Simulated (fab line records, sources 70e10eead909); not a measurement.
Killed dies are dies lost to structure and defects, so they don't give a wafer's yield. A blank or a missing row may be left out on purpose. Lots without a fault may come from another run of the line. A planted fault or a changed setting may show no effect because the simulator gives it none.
Chamber matching | flow nand_harc | NHARC_A_CHANNEL_FILL_D1_ALD_16 on ald_hk-03: 4 sister chambers
The step deposits SiO2, target thk 1.5 nm, pulse time 10 s, ald cycles 15. 4 wafers are shown with their chamber, then 9 later ones without.

WAFERS WITH THEIR CHAMBER
wafer  | chamber | heater_power_w (W)
L089.5 | 1       | 430
L090.1 | 3       | 513
L090.3 | 2       | 437
L090.4 | 0       | 395

WAFERS WITHOUT THEIR CHAMBER
wafer  | heater_power_w (W)
L091.1 | 435
L091.2 | 397
L091.3 | 425
L096.1 | 498
L096.3 | 399
L096.4 | 436
L095.1 | 384
L095.2 | 448
L095.3 | 511

WHICH CHAMBER EACH WENT THROUGH
wafer  | from the rows above     | in truth
L091.1 | can't be placed: 2 or 1 | 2
L091.2 | 0                       | 0
L091.3 | can't be placed: 1 or 2 | 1
L096.1 | 3                       | 3
L096.3 | 0                       | 0
L096.4 | can't be placed: 2 or 1 | 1
L095.1 | 0                       | 0
L095.2 | can't be placed: 2 or 1 | 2
L095.3 | 3                       | 3
Placed correctly: 5 of 9. Can't be placed from these rows: 4 (the true chamber is among the candidates in 4). Placed wrongly: 0.
How it was worked out, from the rows above alone: a wafer's distance from a chamber is the root of the sum, over the readings, of the square of ((its reading less the chamber's mean) divided by the reading's scatter). The wafer belongs to the nearest chamber; if the next one is less than 2 further off, it can't be placed. A chamber's mean is the mean of its shown wafers. The scatter: with one shown wafer a chamber, the root of the mean of the squares of how far each hidden wafer lies from its nearest shown one.
